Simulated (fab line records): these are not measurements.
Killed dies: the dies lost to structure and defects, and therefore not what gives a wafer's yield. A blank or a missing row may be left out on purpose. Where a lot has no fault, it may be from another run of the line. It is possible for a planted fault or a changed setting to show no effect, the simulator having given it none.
Matching of chambers -- flow nand_harc -- pecvd-02 running NHARC_P_M1_DEP_33: 3 sister chambers
The step deposits SiCN, target thk 30 nm. 6 wafers are shown with their chamber, then 8 later ones without.

== WAFERS PAIRED WITH THEIR CHAMBERS ==
wafer,chamber,showerhead_vpp_V (V),heater_power_w (W)
L085.4,2,1208,634
L085.5,1,1364,534
L087.4,0,1206,801
L087.5,1,1361,565
L087.6,2,1223,544
L089.3,0,1185,813

== WAFERS MISSING THEIR CHAMBER ==
wafer,showerhead_vpp_V (V),heater_power_w (W)
L089.5,1211,834
L089.6,1217,637
L091.1,1366,560
L091.2,1211,591
L091.5,1210,888
L092.1,1205,624
L092.2,1203,777
L092.4,1348,539

== THE CHAMBER EACH PASSED THROUGH ==
wafer,from the rows above,in truth
L089.5,0,0
L089.6,2,2
L091.1,1,1
L091.2,2,2
L091.5,0,0
L092.1,2,2
L092.2,0,0
L092.4,1,1
8 of 8 placed correctly. Not placeable from these rows: 0. Placed wrongly: 0.
How it was worked out, from the rows above alone: a wafer's distance from a chamber is the root of the sum, over the readings, of the square of ((its reading less the chamber's mean) divided by the reading's scatter). If the next closest chamber is less than 2 further off than the closest, the wafer can't be placed; otherwise it belongs to the closest. For every chamber, the mean is computed from those of its wafers that are shown. The scatter: the root of (the sum of the squares of (reading less its chamber's mean) over the shown wafers, divided by (wafers less chambers)).
